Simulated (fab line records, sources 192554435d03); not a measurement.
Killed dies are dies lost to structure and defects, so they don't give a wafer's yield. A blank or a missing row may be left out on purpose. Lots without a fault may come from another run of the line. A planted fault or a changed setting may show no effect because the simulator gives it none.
Problem report in the 8D (eight disciplines) form, filled by code | flow n5_finfet | the parts of the form that need people (team, actions taken, sign-off) are left out

1. THE PROBLEM
spin_speed_rpm at N5_BEOL_M14_COAT_58 reads a mean of 1365.5 rpm on 9 wafers of 3 lots; wafers without a fault read 1499.9 rpm with a standard deviation of 0.9. That is -99 or more standard deviations from the usual mean.
The step: time 60 s, resist thk 89 nm.
First seen on wafer L583.2, day 15 05:23, on litho_track-05. The record holds 15 wafers of 5 lots with a number at this step. Rule for "out", or "out of limits": more than 4 standard deviations from the usual mean. The other wafers with a number count as sound.

2. WHAT IT IS AND WHAT IT IS NOT
question                    | is                     | is not
which readings at this step | spin_speed_rpm         | -
which lots                  | L583, L584, L585       | L572, L589
which wafers of those lots  | all that have a number | -
read on which tools         | litho_track-05         | litho_track-01
when                        | from day 15 05:23      | up to then (3 sound wafers); but 3 sound wafers of L589 came after

3. SUSPECTS, AND WHAT RULES EACH OUT
Counting: a tool at a process step up to the reading stays a suspect if it ran every lot that is out and no sound lot after the first of them.
- litho_track-05 at N5_BEOL_M14_COAT_58 (time 60 s, resist thk 89 nm): kept. It ran every lot that is out, first L583 (day 15 05:23), and no sound lot after that; its last sound lot up to then is L572 (day 12 12:10). Its own readings are out on those wafers: spin_speed_rpm.
Left after counting: litho_track-05 at N5_BEOL_M14_COAT_58.

4. THE CAUSE (what the simulator had put in)
Process parameter drift: litho_track-05, from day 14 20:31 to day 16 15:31, at N5_BEOL_M14_COAT_58. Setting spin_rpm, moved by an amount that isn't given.
Counting left only this tool.

5. THE CHAIN OF EFFECTS, in route order
Each row: a reading whose mean over the struck wafers that have a number lies more than 3 standard deviations from the usual. Only readings for which the record gives a usual standard deviation are gone through. hours: the time from each lot's start at the first step in this table that gives one to its start at this step, as a median over the lots. sigmas: the change in usual standard deviations.
hours | step                | reading        | usual      | on struck wafers | change | sigmas
0     | N5_BEOL_M14_COAT_58 | spin_speed_rpm | 1499.9 rpm | 1365.5           | -134.4 | -99 or more
The process steps in it:
- N5_BEOL_M14_COAT_58: time 60 s, resist thk 89 nm.

6. WHAT WOULD HAVE CAUGHT IT SOONER
In this record the first reading out of limits was taken at day 15 05:23, 9 hours after the fault began at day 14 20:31.
